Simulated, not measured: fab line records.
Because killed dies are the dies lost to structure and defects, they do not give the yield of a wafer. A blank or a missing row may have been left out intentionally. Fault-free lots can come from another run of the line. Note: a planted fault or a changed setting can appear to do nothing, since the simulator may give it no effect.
Comparing a struck lot with a sound one    flow nand-harc    14 out of 1302 route steps
Sound: wafers L388.1, L388.4, L388.5. The struck wafers were L387.3, L387.4. The cause comes at the end.
Per side, at each step with rows, come the tool, then ch with its chambers, and then its first start. Under that, the readings that differ: sound wafers    struck wafers    difference of the means    sigmas: that difference in standard deviations of wafers without a fault.
alike: words and numbers the same on both sides, and readings whose means are apart by under 2 such deviations; not compared: readings that were withheld, readings missing a value for some wafer, numbers with overlapping values and no deviation given by the record, and bounds like >300 which may hide the same value.
A row with sigmas, a row that says differs or no value, or rows on one side alone: a step with any of these is where the two part. Non-overlapping numbers with no deviation appear without sigmas and do not part them. A reading missing from all wafers of one side parts the sides only when that side holds two or more wafers.

NHARC_P_M2_INSPECT_27:
  sound on defect-inspect-01 at day 8 08:51; struck on defect-inspect-01 at day 8 09:35
  alike: raw-defect-count
NHARC_P_M2_PRE_CLEAN_32: time 12 s.
  sound on pecvd-04 ch 0,2, day 8 08:55; struck on pecvd-01 ch 1, day 8 09:40
  alike: heater-power-w, rf-fwd-power-W
  not compared: since-wet-clean-h
NHARC_P_M2_DEP_33: deposits SiCN, target thk 30 nm.
  sound on pecvd-04 ch 0,2, day 8 09:02; struck on pecvd-01 ch 1, day 8 09:49
  alike: heater-power-w, rf-fwd-power-W
  not compared: since-wet-clean-h
NHARC_P_BONDPAD_DEP_00: deposits SiCN, target thk 250 nm.
  sound on pecvd-04 ch 1,2, day 8 09:34; struck on pecvd-04 ch 0,2, day 8 10:11
  alike: heater-power-w, rf-fwd-power-W
  not compared: since-wet-clean-h
NHARC_P_BONDPAD_CMP_32: polishes SiCN, target thk 200 nm.
  sound on cmp-02 ch 0,3, day 8 09:58; struck on cmp-02 ch 2,3, day 8 10:33
  alike: motor-current-A, retaining-ring-pressure-frac
NHARC_P_BONDPAD_THK_MEAS_33: measures by ellipsometry.
  sound on film-metro-01 at day 8 10:13; struck on film-metro-02 at day 8 10:48
  alike: thk-nm
then, 5 steps without rows for these wafers: NHARC_P_BONDPAD_SRD_34; NHARC_P_BONDPAD_DEHYDRATE_01 (time 120 s); NHARC_P_BONDPAD_HMDS_02 (time 30 s); NHARC_P_BONDPAD_COAT_36 (time 65 s); NHARC_P_BONDPAD_COAT_03 (resist thk 600 nm).
NHARC_P_BONDPAD_SOFTBAKE_04: time 70 s.
  sound on litho-track-02 ch 0, day 8 10:00; struck on litho-track-07 ch 0, day 8 10:00
reading                   sound              struck       difference  sigmas
heater-power-total-W (W)  202.6 201.2 201.2  232.9 232.5  +31.0       +24
  alike: chill-plate-temp-C
then, 1 step without rows for these wafers: NHARC_P_BONDPAD_EBR_05.
NHARC_END_SORT_01:
  the record has rows for the sound wafers here (prober-02 ch 0, day 25 21:25) and none for the struck ones

== WHERE THEY PART ==
Last at NHARC_END_SORT_01 as far as this record goes, first at NHARC_P_BONDPAD_SOFTBAKE_04.

WHY: what had been put in by the simulator
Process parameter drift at NHARC_P_BONDPAD_SOFTBAKE_04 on litho-track-07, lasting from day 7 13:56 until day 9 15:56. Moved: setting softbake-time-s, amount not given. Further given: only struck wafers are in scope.
